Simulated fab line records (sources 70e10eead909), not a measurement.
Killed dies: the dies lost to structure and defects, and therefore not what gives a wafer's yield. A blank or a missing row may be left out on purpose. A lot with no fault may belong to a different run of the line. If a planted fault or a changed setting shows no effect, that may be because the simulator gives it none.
fab line records -- flow nandHarc
[record] lots = 14, wafers = 40, lastDay = 24
route steps=1159 shown A_BLC@975 END@1159
lots that met no fault: taken from a fault-free run of the same line
startH: start of the lot's first displayed wafer, in hours after the record's first day -- waitH: hours since the lot's step before -- " unchanged from the row above -- L1.1+2: a row that stands for several wafers -- - no value, or no start given -- * or withheld: withheld -- < > ~ a bound
route shown NAME@n: NAME is a module with steps in the file, n the number in the route of the first one -- usual: mean/standard deviation of fault-free wafers -- same: alike in all rows -- chamber/n: place in a boat -- sites: readings site by site -- _std_site: how widely they spread, as a standard deviation -- _edge_site: the outer-site mean with the inner-site mean subtracted -- radiusMm: for every site, how far away it sits from the centre of the wafer -- mask NAME#n: copy n -- behind: the most recent tool/chamber to have shaped the wafer -- hold: reason for holding the lot/hours on hold/outcome of the hold -- device: transistor that didn't switch, given as n, p or np -- end of line: at the end of the route, the tests of the same wafers -- a step with no rows: only its recipe -- killed: at the first sort, the dies lost to defects and structure; wafer yield is something else -- map: shows each die of a wafer: x if killed, . if not, _ if none is there
set.NAME: setting as actually run; set.NAME@STEP: the setting as run at that earlier step -- model.NAME: the simulator's own value behind a step, which no gauge read
steps of the route over a sample of lots; a table a step, a row a wafer
services: when a tool's chamber went out of use (startH, in hours from the record's first day, below 0 if earlier), for how many hours, and the reason
[[steps]]
[step NHARC_A_BLC_OVL_MEAS_11]
[usual] overlayXNm = 0.2/0.67, overlayYNm = 0.2/0.95
lot.wafer,tool,chamber,startH,waitH,overlayXNm,overlayYNm
L987.1,overlay-01,-,400.02,-,-0.3,0.0
L987.2,overlay-01,-,400.02,-,-0.6,0.0
L987.6,overlay-01,-,400.02,-,-0.6,0.3
L986.2,overlay-02,-,400.50,-,0.9,0.8
L986.4,overlay-02,-,400.50,-,0.7,0.4
L986.6,overlay-02,-,400.50,-,1.1,1.2
L989.1,overlay-01,-,409.60,-,1.2,1.0
L989.2,overlay-01,-,409.60,-,1.5,0.9
L989.5,overlay-01,-,409.60,-,1.5,1.2
L991.4,overlay-01,-,426.26,-,1.3,-1.0
L991.5,overlay-01,-,426.26,-,0.7,-0.4
L991.6,overlay-01,-,426.26,-,0.7,0.3
L990.3,overlay-02,-,426.42,-,-0.5,0.2
L990.4,overlay-02,-,426.42,-,-0.1,0.5
L990.5,overlay-02,-,426.42,-,-0.8,0.1
L988.3,overlay-01,-,429.74,-,0.8,-1.0
L988.4,overlay-01,-,429.74,-,0.3,-0.6
L988.6,overlay-01,-,429.74,-,0.4,-0.6
L993.2,overlay-01,-,436.98,-,-0.3,-1.0
L993.3,overlay-01,-,436.98,-,-0.7,-1.1
L993.5,overlay-01,-,436.98,-,-0.1,-0.8
L995.1,overlay-01,-,454.02,-,0.5,-0.5
L995.2,overlay-01,-,454.02,-,0.6,0.1
L995.4,overlay-01,-,454.02,-,0.7,-0.4
L994.1,overlay-02,-,454.17,-,-0.2,1.3
L994.4,overlay-02,-,454.17,-,-0.4,1.4
L994.5,overlay-02,-,454.17,-,-0.3,0.8
L997.2,overlay-01,-,460.73,-,0.0,0.4
L997.5,overlay-01,-,460.73,-,-0.1,0.5
L996.1,overlay-01,-,470.92,-,0.8,-0.6
L996.2,overlay-01,-,470.92,-,0.8,-0.4
L996.4,overlay-01,-,470.92,-,0.6,-0.5
L100.1,overlay-01,-,483.48,-,-0.8,-1.6
L100.6,overlay-01,-,483.48,-,-0.8,-1.3
L103.1,overlay-01,-,497.45,-,0.6,1.6
L103.3,overlay-01,-,497.45,-,0.5,1.8
L103.6,overlay-01,-,497.45,-,0.0,1.4
L107.1,overlay-01,-,522.16,-,-0.1,1.4
L107.4,overlay-01,-,522.16,-,0.3,1.6
L107.6,overlay-01,-,522.16,-,0.1,2.1
[step NHARC_A_BLC_DEGAS_30]
[recipe] tempC = 300, timeS = 60
[usual] heaterPowerW = 459/62
lot.wafer,tool,chamber,startH,waitH,heaterPowerW
L987.2,pvdSputter-01,-,401.70,-,517
L987.1,pvdSputter-01,-,401.70,-,488
L987.6,pvdSputter-01,-,401.70,-,538
L986.2,pvdSputter-03,-,402.21,-,410
L986.4,pvdSputter-03,-,402.21,-,507
L986.6,pvdSputter-03,-,402.21,-,409
L989.1,pvdSputter-02,-,411.27,-,471
L989.2,pvdSputter-02,-,411.27,-,575
L989.5,pvdSputter-02,-,411.27,-,461
L991.4,pvdSputter-03,-,427.93,-,511
L991.6,pvdSputter-03,-,427.93,-,419
L991.5,pvdSputter-03,-,427.93,-,508
L990.4,pvdSputter-02,-,428.10,-,382
L990.3,pvdSputter-02,-,428.10,-,458
L990.5,pvdSputter-02,-,428.10,-,551
L988.4,pvdSputter-03,-,431.41,-,511
L988.3,pvdSputter-03,-,431.41,-,414
L988.6,pvdSputter-03,-,431.41,-,446
L993.3,pvdSputter-02,-,438.67,-,384
L993.2,pvdSputter-02,-,438.67,-,446
L993.5,pvdSputter-02,-,438.67,-,388
L995.1,pvdSputter-01,-,455.68,-,333
L995.2,pvdSputter-01,-,455.68,-,461
L995.4,pvdSputter-01,-,455.68,-,523
L994.4,pvdSputter-02,-,456.02,-,557
L994.1,pvdSputter-02,-,456.02,-,474
L994.5,pvdSputter-02,-,456.02,-,563
L997.2,pvdSputter-02,-,462.41,-,391
L997.5,pvdSputter-02,-,462.41,-,436
L996.1,pvdSputter-02,-,472.72,-,446
L996.4,pvdSputter-02,-,472.72,-,563
L996.2,pvdSputter-02,-,472.72,-,468
L100.1,pvdSputter-01,-,485.15,-,327
L100.6,pvdSputter-01,-,485.15,-,333
L103.3,pvdSputter-01,-,499.24,-,491
L103.1,pvdSputter-01,-,499.24,-,340
L103.6,pvdSputter-01,-,499.24,-,531
L107.1,pvdSputter-02,-,523.85,-,473
L107.4,pvdSputter-02,-,523.85,-,564
L107.6,pvdSputter-02,-,523.85,-,381
[step NHARC_A_BLC_ALD_23]
[recipe] targetThkA = 30, pulseTimeS = 1, aldCycles = 150, tempC = 450, material = TiN
[usual] aldCycles = 150/0, heaterPowerW = 1149/170, precursorPulseHeightRel = 1.002/0.02
lot.wafer,tool,chamber,startH,waitH,aldCycles,heaterPowerW,precursorPulseHeightRel
L987.2,aldMetal-04,1,401.97,-,150,1180,0.984
L987.1,aldMetal-04,2,401.97,-,150,1098,0.966
L987.6,aldMetal-04,1,401.97,-,150,1185,1.014
L986.2,aldMetal-01,2,402.66,-,150,997,1.024
L986.4,aldMetal-01,2,402.66,-,150,974,0.991
L986.6,aldMetal-01,1,402.66,-,150,967,1.003
L989.1,aldMetal-03,0,411.51,-,150,1421,1.009
L989.2,aldMetal-03,3,411.51,-,150,1112,1.028
L989.5,aldMetal-03,0,411.51,-,150,1484,0.991
L991.4,aldMetal-04,1,428.20,-,150,1203,0.996
L991.6,aldMetal-04,3,428.20,-,150,1276,1.014
L991.5,aldMetal-04,0,428.20,-,150,957,1.004
L990.3,aldMetal-01,2,428.38,-,150,955,0.996
L990.4,aldMetal-01,3,428.38,-,150,900,0.993
L990.5,aldMetal-01,2,428.38,-,150,976,0.979
L988.4,aldMetal-03,1,431.66,-,150,1171,1.016
L988.3,aldMetal-03,0,431.66,-,150,1460,0.951
L988.6,aldMetal-03,1,431.66,-,150,1200,0.980
L993.2,aldMetal-03,1,438.91,-,150,1229,1.009
L993.3,aldMetal-03,0,438.91,-,150,1452,1.020
L993.5,aldMetal-03,1,438.91,-,150,1206,1.016
L995.2,aldMetal-04,2,455.93,-,150,1118,0.988
L995.1,aldMetal-04,3,455.93,-,150,1269,1.000
L995.4,aldMetal-04,2,455.93,-,150,1123,1.009
L994.1,aldMetal-03,2,456.26,-,150,1034,1.047
L994.4,aldMetal-03,2,456.26,-,150,1015,1.002
L994.5,aldMetal-03,0,456.26,-,150,1452,1.000
L997.2,aldMetal-04,3,462.65,-,71,1301,1.001
L997.5,aldMetal-04,3,462.65,-,150,1289,1.021
L996.1,aldMetal-04,0,472.98,-,71,969,1.009
L996.2,aldMetal-04,1,472.98,-,71,1217,0.986
L996.4,aldMetal-04,2,472.98,-,150,1129,1.011
L100.1,aldMetal-04,2,485.41,-,71,1134,0.962
L100.6,aldMetal-04,1,485.41,-,150,1208,0.989
L103.1,aldMetal-03,0,499.50,-,150,1474,0.960
L103.3,aldMetal-03,1,499.50,-,150,1203,1.031
L103.6,aldMetal-03,3,499.50,-,150,1125,1.022
L107.4,aldMetal-01,3,524.26,-,150,878,1.047
L107.1,aldMetal-01,0,524.26,-,150,1007,1.052
L107.6,aldMetal-01,2,524.26,-,150,914,1.016
[step NHARC_A_BLC_INSPECT_28]
[usual] rawDefectCount = 438/110
lot.wafer,tool,chamber,startH,waitH,rawDefectCount
L987.1,defectInspect-02,-,408.22,0.1,261
L987.2,defectInspect-02,-,408.22,0.1,468
L987.6,defectInspect-02,-,408.22,0.1,334
L986.2,defectInspect-01,-,408.60,0.1,305
L986.4,defectInspect-01,-,408.60,0.1,342
L986.6,defectInspect-01,-,408.60,0.1,388
L989.1,defectInspect-01,-,413.01,0.1,441
L989.2,defectInspect-01,-,413.01,0.1,338
L989.5,defectInspect-01,-,413.01,0.1,866
L991.4,defectInspect-01,-,429.30,0.1,520
L991.5,defectInspect-01,-,429.30,0.1,574
L991.6,defectInspect-01,-,429.30,0.1,409
L990.3,defectInspect-01,-,429.65,0.1,833
L990.4,defectInspect-01,-,429.65,0.1,583
L990.5,defectInspect-01,-,429.65,0.1,506
L988.3,defectInspect-02,-,435.59,0.1,223
L988.4,defectInspect-02,-,435.59,0.1,459
L988.6,defectInspect-02,-,435.59,0.1,334
L993.2,defectInspect-02,-,442.74,0.1,594
L993.3,defectInspect-02,-,442.74,0.1,370
L993.5,defectInspect-02,-,442.74,0.1,317
L995.1,defectInspect-02,-,457.10,0.1,422
L995.2,defectInspect-02,-,457.10,0.1,343
L995.4,defectInspect-02,-,457.10,0.1,394
L994.1,defectInspect-02,-,457.44,0.1,435
L994.4,defectInspect-02,-,457.44,0.1,498
L994.5,defectInspect-02,-,457.44,0.1,447
L997.2,defectInspect-01,-,465.23,0.1,439
L997.5,defectInspect-01,-,465.23,0.1,364
L996.1,defectInspect-01,-,474.09,0.1,448
L996.2,defectInspect-01,-,474.09,0.1,578
L996.4,defectInspect-01,-,474.09,0.1,366
L100.1,defectInspect-02,-,489.05,0.1,458
L100.6,defectInspect-02,-,489.05,0.1,339
L103.1,defectInspect-02,-,504.67,0.1,728
L103.3,defectInspect-02,-,504.67,0.1,584
L103.6,defectInspect-02,-,504.67,0.1,461
L107.1,defectInspect-01,-,529.93,0.1,386
L107.4,defectInspect-01,-,529.93,0.1,439
L107.6,defectInspect-01,-,529.93,0.1,425
[step NHARC_END_SORT_01]
[recipe] tempC = 25
[usual] killedAtArray = 27/11, killedAtOther = 0.7/1.1, killedAtPeriphery = 3.4/2.1, killedDies = 31/12, killedOpen = 3.6/2, killedShort = 2.0/1.3
[same] grossDies = 677
lot.wafer,tool,chamber,startH,waitH,killedAtArray,killedAtOther,killedAtPeriphery,killedDies,killedOpen,killedShort
L987.1,prober-01,0,450.72,2.5,16,1,3,20,6,2
L987.2,prober-01,0,451.52,2.8,15,0,4,19,3,2
L987.6,prober-01,0,454.68,4.0,16,0,2,18,5,0
L986.2,prober-02,0,459.29,2.8,26,1,1,28,6,1
L986.4,prober-02,0,460.89,3.4,18,0,5,23,2,3
L986.6,prober-02,0,462.48,4.0,22,0,3,25,1,2
L993.2,prober-02,0,483.43,2.8,24,0,2,26,2,2
L993.3,prober-02,0,484.23,3.1,28,0,3,31,2,0
L993.5,prober-02,0,485.84,3.7,31,1,3,35,5,3
L997.2,prober-01,0,507.00,2.8,673,0,4,677,6,4
L997.5,prober-01,0,509.38,3.7,36,0,5,41,6,0
L996.1,prober-02,0,518.60,2.4,673,1,3,677,7,1
L996.2,prober-02,0,519.39,2.8,674,1,2,677,4,1
L996.4,prober-02,0,520.98,3.4,56,0,6,62,3,1
L100.1,prober-02,0,540.38,2.5,669,1,7,677,7,4
L100.6,prober-02,0,544.37,4.0,31,0,2,33,3,2
L103.1,prober-02,0,548.16,2.5,24,0,9,33,3,1
L103.3,prober-02,0,549.77,3.1,37,0,6,43,2,6
L103.6,prober-02,0,552.20,4.0,22,1,8,31,5,2
// killed by level:class
L987.1 A_CONTACT:chamberFilmFlake=3 A_ONON_D1:geometricParticle:open=2 A_CHANNEL_HOLE_D1:chamberFilmFlake=2 P_CONTACT:geometricParticle:open=1 A_ONON_D1:geometricParticle:short=1 A_CHANNEL_HOLE_D1:geometricParticle:short=1 A_WL_FILL:geometricParticle:open=1 A_BLC:geometricParticle:open=1
L987.2 A_CHANNEL_HOLE_D1:chamberFilmFlake=4 A_CONTACT:chamberFilmFlake=3 A_CHANNEL_FILL_D1:chamberFilmFlake=2 A_STAIRCASE:chamberFilmFlake=2 P_STI:geometricParticle:short=1 P_GATE:geometricParticle:short=1 P_CONTACT:geometricParticle:open=1 A_BLC:geometricParticle:open=1
L987.6 A_M0:geometricParticle:open=3 A_STAIRCASE:chamberFilmFlake=3 A_CONTACT:chamberFilmFlake=3 A_CHANNEL_FILL_D1:chamberFilmFlake=2 A_WL_FILL:chamberFilmFlake=2 A_CHANNEL_FILL_D1:geometricParticle:open=1 A_WL_FILL:geometricParticle:open=1 P_ZERO_WELL:chamberFilmFlake=1
L986.2 A_SLIT:chamberFilmFlake=10 A_CHANNEL_HOLE_D1:chamberFilmFlake=3 A_CHANNEL_FILL_D1:chamberFilmFlake=3 A_M0:geometricParticle:open=2 A_STAIRCASE:chamberFilmFlake=2 A_CONTACT:chamberFilmFlake=2 P_STI:geometricParticle:open=1 A_SOURCE_PLATE:geometricParticle:open=1
L986.4 A_SLIT:chamberFilmFlake=6 A_CONTACT:chamberFilmFlake=4 A_STAIRCASE:chamberFilmFlake=3 P_GATE:chamberFilmFlake=2 A_CHANNEL_HOLE_D1:chamberFilmFlake=2 P_M0:geometricParticle:short=1 P_M1:geometricParticle:open=1 A_CHANNEL_FILL_D1:geometricParticle:short=1
L986.6 A_SLIT:chamberFilmFlake=6 A_STAIRCASE:chamberFilmFlake=5 A_CHANNEL_HOLE_D1:chamberFilmFlake=3 P_CONTACT:chamberFilmFlake=2 A_CHANNEL_FILL_D1:chamberFilmFlake=2 A_CONTACT:chamberFilmFlake=2 A_WL_FILL:geometricParticle:short=1 A_WL_FILL:geometricParticle:open=1
L993.2 A_CHANNEL_HOLE_D1:chamberFilmFlake=11 A_STAIRCASE:chamberFilmFlake=4 A_SGD_CUT:chamberFilmFlake=2 A_CONTACT:chamberFilmFlake=2 P_M0:geometricParticle:open=1 A_CHANNEL_FILL_D1:geometricParticle:short=1 A_SGD_CUT:geometricParticle:short=1 A_WL_FILL:geometricParticle:open=1
L993.3 A_CHANNEL_HOLE_D1:chamberFilmFlake=19 A_STAIRCASE:chamberFilmFlake=5 A_CONTACT:chamberFilmFlake=2 P_CONTACT:geometricParticle:open=1 A_SOURCE_PLATE:geometricParticle:open=1 P_ZERO_WELL:chamberFilmFlake=1 P_STI:chamberFilmFlake=1 A_SGD_CUT:chamberFilmFlake=1
L993.5 A_CHANNEL_HOLE_D1:chamberFilmFlake=18 A_STAIRCASE:chamberFilmFlake=4 P_CONTACT:geometricParticle:open=1 P_M0:geometricParticle:open=1 A_ONON_D1:geometricParticle:short=1 A_CHANNEL_FILL_D1:geometricParticle:short=1 A_WL_FILL:geometricParticle:open=1 A_CONTACT:geometricParticle:open=1
L997.2 A_BLC:areaAld=637 A_CHANNEL_HOLE_D1:chamberFilmFlake=20 A_CONTACT:chamberFilmFlake=5 A_CONTACT:geometricParticle:open=2 A_CONTACT:geometricParticle:short=2 P_M1:chamberFilmFlake=2 P_M0:geometricParticle:open=1 A_SOURCE_PLATE:geometricParticle:short=1
L997.5 A_CHANNEL_HOLE_D1:chamberFilmFlake=26 A_CONTACT:chamberFilmFlake=4 A_WL_FILL:geometricParticle:open=2 A_BLC:geometricParticle:open=2 P_GATE:chamberFilmFlake=2 P_M1:chamberFilmFlake=2 P_CONTACT:geometricParticle:open=1 A_CHANNEL_FILL_D1:geometricParticle:open=1
L996.1 A_BLC:areaAld=623 A_CHANNEL_HOLE_D1:chamberFilmFlake=21 A_STAIRCASE:chamberFilmFlake=10 A_SLIT:chamberFilmFlake=7 A_CONTACT:chamberFilmFlake=3 A_WL_FILL:geometricParticle:open=2 P_ZERO_WELL:chamberFilmFlake=2 P_CONTACT:geometricParticle:open=1
L996.2 A_BLC:areaAld=619 A_CHANNEL_HOLE_D1:chamberFilmFlake=18 A_STAIRCASE:chamberFilmFlake=15 A_SLIT:chamberFilmFlake=12 A_CONTACT:chamberFilmFlake=3 A_ONON_D1:geometricParticle:open=2 P_ZERO_WELL:chamberFilmFlake=2 A_CHANNEL_FILL_D1:geometricParticle:open=1
L996.4 A_CHANNEL_HOLE_D1:chamberFilmFlake=20 A_SLIT:chamberFilmFlake=19 A_STAIRCASE:chamberFilmFlake=12 A_CHANNEL_FILL_D1:geometricParticle:open=2 P_ZERO_WELL:chamberFilmFlake=2 P_M1:chamberFilmFlake=2 A_SGD_CUT:geometricParticle:short=1 A_CONTACT:geometricParticle:open=1
L100.1 A_BLC:areaAld=632 A_CHANNEL_HOLE_D1:chamberFilmFlake=23 P_ZERO_WELL:chamberFilmFlake=5 A_CONTACT:chamberFilmFlake=4 A_CONTACT:geometricParticle:open=3 P_CONTACT:geometricParticle:open=2 A_CONTACT:geometricParticle:short=2 A_CHANNEL_FILL_D1:geometricParticle:short=1
L100.6 A_CHANNEL_HOLE_D1:chamberFilmFlake=24 A_M0:geometricParticle:open=2 P_ZERO_WELL:chamberFilmFlake=2 A_CHANNEL_FILL_D1:geometricParticle:open=1 A_STAIRCASE:geometricParticle:short=1 A_M0:geometricParticle:short=1 A_CONTACT:chamberFilmFlake=1 A_M1:chamberFilmFlake=1
L103.1 A_CHANNEL_HOLE_D1:chamberFilmFlake=20 P_BONDPAD:chamberFilmFlake=4 P_GATE:chamberFilmFlake=2 P_M1:chamberFilmFlake=2 P_STI:geometricParticle:open=1 A_CHANNEL_FILL_D1:geometricParticle:open=1 A_CHANNEL_FILL_D1:geometricParticle:short=1 A_M0:geometricParticle:open=1
L103.3 A_CHANNEL_HOLE_D1:chamberFilmFlake=26 P_BONDPAD:chamberFilmFlake=5 A_CONTACT:geometricParticle:short=2 A_CONTACT:chamberFilmFlake=2 A_SOURCE_PLATE:geometricParticle:short=1 A_CHANNEL_HOLE_D1:geometricParticle:short=1 A_STAIRCASE:geometricParticle:open=1 A_WL_FILL:geometricParticle:short=1
L103.6 A_CHANNEL_HOLE_D1:chamberFilmFlake=17 P_GATE:chamberFilmFlake=3 P_BONDPAD:chamberFilmFlake=2 P_M0:geometricParticle:open=1 P_M1:geometricParticle:open=1 A_ONON_D1:geometricParticle:short=1 A_SLIT:geometricParticle:open=1 A_WL_FILL:geometricParticle:short=1
[[services]]
tool,chamber,startH,hours,kind
aldMetal-03,2,380.87,41.1,repair
aldMetal-01,0,384.01,25.9,repair
pvdSputter-02,-,395.91,10.0,pm
aldMetal-01,3,401.34,6.4,repair
aldMetal-04,-,406.00,10.0,pm
aldMetal-04,0,406.00,10.0,ventCycle
aldMetal-04,1,406.00,10.0,ventCycle
aldMetal-04,2,406.00,10.0,ventCycle
aldMetal-04,3,406.00,10.0,ventCycle
aldMetal-03,1,409.67,8.6,repair
aldMetal-04,0,416.00,-,clean
aldMetal-01,1,422.65,23.8,repair
aldMetal-01,3,431.78,16.2,repair
pvdSputter-03,-,435.41,0.5,repair
aldMetal-03,-,450.70,0.5,repair
aldMetal-03,1,452.21,9.4,repair
aldMetal-01,-,458.00,10.0,pm
pvdSputter-03,-,458.04,10.0,pm
aldMetal-03,1,462.66,6.3,repair
pvdSputter-01,-,464.33,4.0,repair
aldMetal-04,-,479.03,3.2,repair
pvdSputter-03,-,495.71,0.8,repair
aldMetal-03,-,500.00,10.0,pm
pvdSputter-01,-,519.53,10.0,pm
[[key]]
[firstSign] step = NHARC_A_BLC_ALD_23, reading = aldCycles, direction = down, sigmas = 99+, usual = 150, struck = 71
[effect] step = NHARC_END_SORT_01, reading = killedAtArray, direction = up, sigmas = 57, usual = 27, struck = 672
[moreKillsBornAt] NHARC_A_BLC_ALD_23@aldMetal-04 = 2511
metAt NHARC_A_BLC_ALD_23
struckLots L996,L997,L100
struckWafers L996.1,L996.2,L997.2,L100.1
laterRowsLeftOut L996.1,L996.2,L997.2,L100.1
testerLeftOut L996,L997,L100
notActingAt NHARC_A_BLC_OVL_MEAS_11,NHARC_A_BLC_DEGAS_30,NHARC_A_BLC_INSPECT_28
onsetBetween 455.93 462.65
[fault] kind = processParameterDrift, tool = aldMetal-04, chamber = -, onsetH = 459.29, steps = NHARC_A_BLC_ALD_23, channel = aldCycles, offset = -79, shape = step, endH = 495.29, scope = struckWafersOnly, actsIn = theseRecipesOnly, stated = 150
// testerLeftOut: of these lots the tester's yield and bins aren't shown, on N5 and GAA mostly nor the transistor test; their killed dies are dies lost to structure and defects alone, not to doping, threshold or leakage, so they don't give the yield
// laterRowsLeftOut: the simulator's readings of these wafers behind a module that went badly wrong aren't trusted and aren't shown, but for the sort
